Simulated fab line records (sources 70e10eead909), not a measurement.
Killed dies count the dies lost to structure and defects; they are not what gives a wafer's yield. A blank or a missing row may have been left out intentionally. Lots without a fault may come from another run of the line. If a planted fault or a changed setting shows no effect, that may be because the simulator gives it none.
Matching of chambers / flow nandHarc / 4 sister chambers for NHARC_A_M1_STRIP_18 on rieDiel-02
The step strips in N2/H2. 14 wafers are shown with their chamber, then 7 later ones without.

EACH WAFER AND ITS CHAMBER
wafer=L155.2; chamber=1; showerheadPlenumPTorr (Torr)=2.04; drypumpMotorCurrentA (A)=5.5; rfVppV (V)=90.7
wafer=L155.4; chamber=3; showerheadPlenumPTorr (Torr)=1.91; drypumpMotorCurrentA (A)=5.2; rfVppV (V)=89.8
wafer=L155.5; chamber=0; showerheadPlenumPTorr (Torr)=2.03; drypumpMotorCurrentA (A)=5.7; rfVppV (V)=89.6
wafer=L159.3; chamber=1; showerheadPlenumPTorr (Torr)=2.04; drypumpMotorCurrentA (A)=5.5; rfVppV (V)=90.9
wafer=L159.4; chamber=2; showerheadPlenumPTorr (Torr)=2.09; drypumpMotorCurrentA (A)=5.9; rfVppV (V)=91.4
wafer=L159.5; chamber=3; showerheadPlenumPTorr (Torr)=1.91; drypumpMotorCurrentA (A)=5.2; rfVppV (V)=91.1
wafer=L158.1; chamber=2; showerheadPlenumPTorr (Torr)=2.09; drypumpMotorCurrentA (A)=5.9; rfVppV (V)=91.1
wafer=L158.5; chamber=2; showerheadPlenumPTorr (Torr)=2.09; drypumpMotorCurrentA (A)=5.9; rfVppV (V)=92.6
wafer=L158.6; chamber=3; showerheadPlenumPTorr (Torr)=1.91; drypumpMotorCurrentA (A)=5.2; rfVppV (V)=88.4
wafer=L161.3; chamber=3; showerheadPlenumPTorr (Torr)=1.91; drypumpMotorCurrentA (A)=5.3; rfVppV (V)=89.8
wafer=L161.4; chamber=1; showerheadPlenumPTorr (Torr)=2.04; drypumpMotorCurrentA (A)=5.5; rfVppV (V)=91.0
wafer=L161.6; chamber=3; showerheadPlenumPTorr (Torr)=1.91; drypumpMotorCurrentA (A)=5.2; rfVppV (V)=89.9
wafer=L166.2; chamber=1; showerheadPlenumPTorr (Torr)=2.03; drypumpMotorCurrentA (A)=5.5; rfVppV (V)=91.0
wafer=L166.5; chamber=3; showerheadPlenumPTorr (Torr)=1.91; drypumpMotorCurrentA (A)=5.2; rfVppV (V)=89.1

SIGNATURES (averages over the wafers above)
reading=showerheadPlenumPTorr; chamber 0=2.0300; chamber 1=2.0375; chamber 2=2.0900; chamber 3=1.9100; scatter within a chamber=0.00274
reading=drypumpMotorCurrentA; chamber 0=5.700; chamber 1=5.500; chamber 2=5.900; chamber 3=5.217; scatter within a chamber=0.0289
reading=rfVppV; chamber 0=89.600; chamber 1=90.900; chamber 2=91.700; chamber 3=89.683; scatter within a chamber=0.734
Rule: a wafer's distance from a chamber is the root of the sum, over the readings, of the square of ((its reading less the chamber's mean) divided by the reading's scatter). The wafer belongs to the nearest chamber; if the next one is less than 2 further off, it can't be placed. How the scatter is found: for the shown wafers, subtract from each reading the mean of its chamber, square and add these, divide the total by (wafers less chambers), then take the root.

WAFERS WITHOUT THEIR CHAMBER
wafer=L166.6; showerheadPlenumPTorr (Torr)=2.03; drypumpMotorCurrentA (A)=5.8; rfVppV (V)=90.8
wafer=L167.1; showerheadPlenumPTorr (Torr)=1.91; drypumpMotorCurrentA (A)=5.2; rfVppV (V)=90.6
wafer=L167.4; showerheadPlenumPTorr (Torr)=2.03; drypumpMotorCurrentA (A)=5.8; rfVppV (V)=90.6
wafer=L167.5; showerheadPlenumPTorr (Torr)=2.09; drypumpMotorCurrentA (A)=5.8; rfVppV (V)=90.6
wafer=L175.2; showerheadPlenumPTorr (Torr)=2.02; drypumpMotorCurrentA (A)=5.8; rfVppV (V)=91.3
wafer=L175.4; showerheadPlenumPTorr (Torr)=2.09; drypumpMotorCurrentA (A)=5.9; rfVppV (V)=90.7
wafer=L175.6; showerheadPlenumPTorr (Torr)=1.91; drypumpMotorCurrentA (A)=5.2; rfVppV (V)=90.1

WHICH CHAMBER EACH WENT THROUGH
wafer=L166.6; from the rows above=0; in truth=0
wafer=L167.1; from the rows above=3; in truth=3
wafer=L167.4; from the rows above=0; in truth=0
wafer=L167.5; from the rows above=2; in truth=2
wafer=L175.2; from the rows above=0; in truth=0
wafer=L175.4; from the rows above=2; in truth=2
wafer=L175.6; from the rows above=3; in truth=3
Placed correctly: 7 of 7. Left unplaced by these rows: 0. Placed wrongly: 0.
